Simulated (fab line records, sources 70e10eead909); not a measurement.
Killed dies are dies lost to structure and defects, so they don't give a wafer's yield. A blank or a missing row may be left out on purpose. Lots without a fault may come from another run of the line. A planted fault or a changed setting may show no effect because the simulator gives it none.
Problem report in the 8D (eight disciplines) form, filled by code | flow nand_harc | the parts of the form that need people (team, actions taken, sign-off) are left out

1. THE PROBLEM
raw_defect_count at NHARC_P_STI_INSPECT_11 reads a mean of 17.7 on 3 wafers of 3 lots; wafers without a fault read 4.8 with a standard deviation of 2.4. That is +5.4 standard deviations from the usual mean.
First seen on wafer L621.2, day 6 07:30, on defect_inspect-01. The record holds 36 wafers of 14 lots with a number at this step. Rule for "out", or "out of limits": more than 4 standard deviations from the usual mean. The other wafers with a number count as sound.

2. WHAT IT IS AND WHAT IT IS NOT
question                    | is                                   | is not
which readings at this step | raw_defect_count                     | -
which lots                  | L621, L622, L625                     | L605, L606, L608, L609, L610, L611, L612, L614, L615, L617, L628
which wafers of those lots  | all that have a number               | -
read on which gauges        | defect_inspect-01, defect_inspect-02 | -
when                        | from day 6 07:30                     | up to then (30 sound wafers); but 3 sound wafers of L628 came after

3. SUSPECTS, AND WHAT RULES EACH OUT
Counting: a tool at a process step up to the reading stays a suspect if it ran every lot that is out and no sound lot after the first of them.
- the gauge at NHARC_P_STI_INSPECT_11: ruled out. The wafers that are out were read on 2 gauges (defect_inspect-01, defect_inspect-02).
- pecvd-04 at NHARC_P_ZERO_WELL_PECVD_02 (deposits SiO2, target thk 10 nm): kept. It ran every lot that is out, first L621 (day 5 12:31), and no sound lot after that; its last sound lot up to then is L617 (day 4 12:29).
- rie_diel-01 at NHARC_P_ZERO_WELL_DESCUM_54 (chemistry O2, time 3 s): kept. It ran every lot that is out, first L621 (day 5 17:50), and no sound lot after that; its last sound lot up to then is L610 (day 2 23:55).
Left after counting: pecvd-04 at NHARC_P_ZERO_WELL_PECVD_02, rie_diel-01 at NHARC_P_ZERO_WELL_DESCUM_54.

4. THE CAUSE (what the simulator had put in)
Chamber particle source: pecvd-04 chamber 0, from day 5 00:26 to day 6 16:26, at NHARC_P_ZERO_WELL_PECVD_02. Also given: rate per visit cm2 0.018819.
Counting left 2 suspects, and this tool is among them.

5. THE CHAIN OF EFFECTS, in route order
Each row: a reading whose mean over the struck wafers that have a number lies more than 3 standard deviations from the usual. Only readings for which the record gives a usual standard deviation are gone through. hours: the time from each lot's start at the first step in this table that gives one to its start at this step, as a median over the lots. sigmas: the change in usual standard deviations.
hours | step                   | reading             | usual | on struck wafers | change | sigmas
0     | NHARC_P_STI_INSPECT_11 | raw_defect_count    | 4.8   | 17.7             | +12.9  | +5.4
439   | NHARC_END_SORT_01      | killed_at_periphery | 3.3   | 15.3             | +12.0  | +6.0
Later measuring or inspecting steps at which every struck wafer that the step has a row for has a number for every such reading, and none has moved that far: NHARC_P_STI_OCD_MEAS_43.

6. WHAT WOULD HAVE CAUGHT IT SOONER
In this record the first reading out of limits at a measuring or inspecting step was taken at day 6 07:30, 31 hours after the fault began at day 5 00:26.
Of the tool readings at NHARC_P_ZERO_WELL_PECVD_02 for which the record gives a usual standard deviation, none was out on any struck wafer, so an alarm limit of 4 standard deviations on them would not have fired.
Of the lots that are out (3), L625 began NHARC_P_ZERO_WELL_PECVD_02 on pecvd-04 after day 6 07:30. A hold on the tool at that time would have spared it.
